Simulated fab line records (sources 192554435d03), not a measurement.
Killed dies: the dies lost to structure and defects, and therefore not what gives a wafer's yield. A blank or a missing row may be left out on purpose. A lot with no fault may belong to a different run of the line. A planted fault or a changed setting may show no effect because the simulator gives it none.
A lot that was struck, set against a sound lot :: flow n5 finfet :: 19 out of 1938 route steps
Sound: these wafers, L694.2, L694.3, L694.6. Wafers struck: L697.1, L697.2, L697.4. The cause comes at the end.
Per side, at each step with rows, come the tool, then ch with its chambers, and then its first start. Under that, the readings that differ: sound wafers :: struck wafers :: difference of the means :: sigmas: that difference in standard deviations of wafers without a fault.
alike: readings whose means differ by less than 2 such deviations, and words and numbers that are the same on both sides. not compared: withheld readings, readings that some wafer has no value for, bounds like >300 that may hide the same value, and numbers for which the record gives no deviation and whose values overlap.
Wherever a step has rows on one side only, a row that says differs or no value, or a row with sigmas, the two part there. When numbers do not overlap yet have no deviation, they are printed without sigmas and do not part them. Lack of a reading on every wafer of one side parts them only where that side has two or more wafers.

N5_BEOL_M1_RS_MEAS_58: measurement is done with a four-point probe.
  sound on film metro-01, day 6 18:21; struck on film metro-01, day 7 03:10
  alike: M1_RS
N5_BEOL_M1_INSPECT_59: inspects for defects (darkfield).
  sound on defect inspect-01, day 6 18:22; struck on defect inspect-02, day 7 03:11
  alike: raw defect count
N5_BEOL_M2_ILD_DEP_00: deposits SiOC from DEMS/O2, target thk 79 nm, time 15.3 s.
  sound on pecvd-03 ch 0,2, day 6 18:25; struck on pecvd-03 ch 0,2, day 7 03:14
  alike: chamber pressure Torr, heater power w, showerhead plenum p Torr, showerhead vpp V, throttle valve pct
N5_BEOL_M2_THK_MEAS_01:
  sound on film metro-02, day 6 18:29; struck on film metro-02, day 7 03:17
  alike: M2_ILD_THK
N5_BEOL_M2_PECVD_72: deposits SiO2 from TEOS/O2, target thk 16 nm, time 18 s.
  sound on pecvd-02 ch 0,2, day 6 18:31; struck on pecvd-02 ch 0,2, day 7 03:20
  alike: chamber pressure Torr, heater power w, showerhead plenum p Torr, showerhead vpp V, throttle valve pct
N5_BEOL_M2_HM_DEP_02: deposits TiN, target thk 20 nm.
  sound on pvd sputter-01, day 6 19:31; struck on pvd sputter-01, day 7 03:24
  alike: throttle valve pct
then, 6 steps without rows for these wafers: N5_BEOL_M2_COAT_61 (time 60 s, resist thk 60 nm); N5_BEOL_M2_COAT_62 (time 60 s, resist thk 12 nm); N5_BEOL_M2_COAT_73 (time 60 s, resist thk 5 nm); N5_BEOL_M2_COAT_05 (resist thk 30 nm); N5_BEOL_M2_EBR_07; N5_BEOL_M2_SOFTBAKE_06 (time 60 s).
N5_BEOL_M2_EXPOSE_08: exposes mask M2.
  sound on euv scanner-01 ch 0, day 6 19:47; struck on euv scanner-01 ch 0, day 7 03:40
reading: model.BEOL_M2.overlay x nm (nm)
sound: 0 0 0
struck: 4.8 4.8 4.8
difference: +4.8
sigmas: 
  alike: mask, reticle temp C
then, 2 steps without rows for these wafers: N5_BEOL_M2_PEB_09 (peb time 60 s); N5_BEOL_M2_DEVELOP_10 (develop time 30 s).
N5_BEOL_M2_CD_MEAS_11 targets a cd of 16.79 nm.
  sound on cd sem-03 ch 0, day 6 19:55; struck on cd sem-02 ch 0, day 7 03:48
  alike: cd nm
N5_BEOL_M2_OVL_MEAS_12:
  sound on overlay-01 ch 0, day 6 19:57; struck on overlay-02 ch 0, day 7 03:50
reading: M2_OVL (nm)
sound: 1.2 1.0 0.9
struck: 4.3 5.7 6.1
difference: +4.3
sigmas: +6
N5_BEOL_M2_INSPECT_13: inspects for defects (brightfield).
  sound on defect inspect-02, day 6 20:01; struck on defect inspect-02, day 7 03:53
  alike: raw defect count
N5_BEOL_M4_RC_MEAS_101:
  sound on prober-02 ch 0, day 8 04:36; struck on prober-02 ch 0, day 8 09:47
  alike: DIBL_N, DIBL_P, IOFF_N, IOFF_P, ION_N, ION_P, SS_N, SS_P, VT_N, VT_P

== WHERE THEY PART ==
Within this record, at N5_BEOL_M2_OVL_MEAS_12 only. Later steps at which nothing parts them and some readings are alike: N5_BEOL_M2_INSPECT_13, N5_BEOL_M4_RC_MEAS_101.

WHY: whatever the simulator had introduced
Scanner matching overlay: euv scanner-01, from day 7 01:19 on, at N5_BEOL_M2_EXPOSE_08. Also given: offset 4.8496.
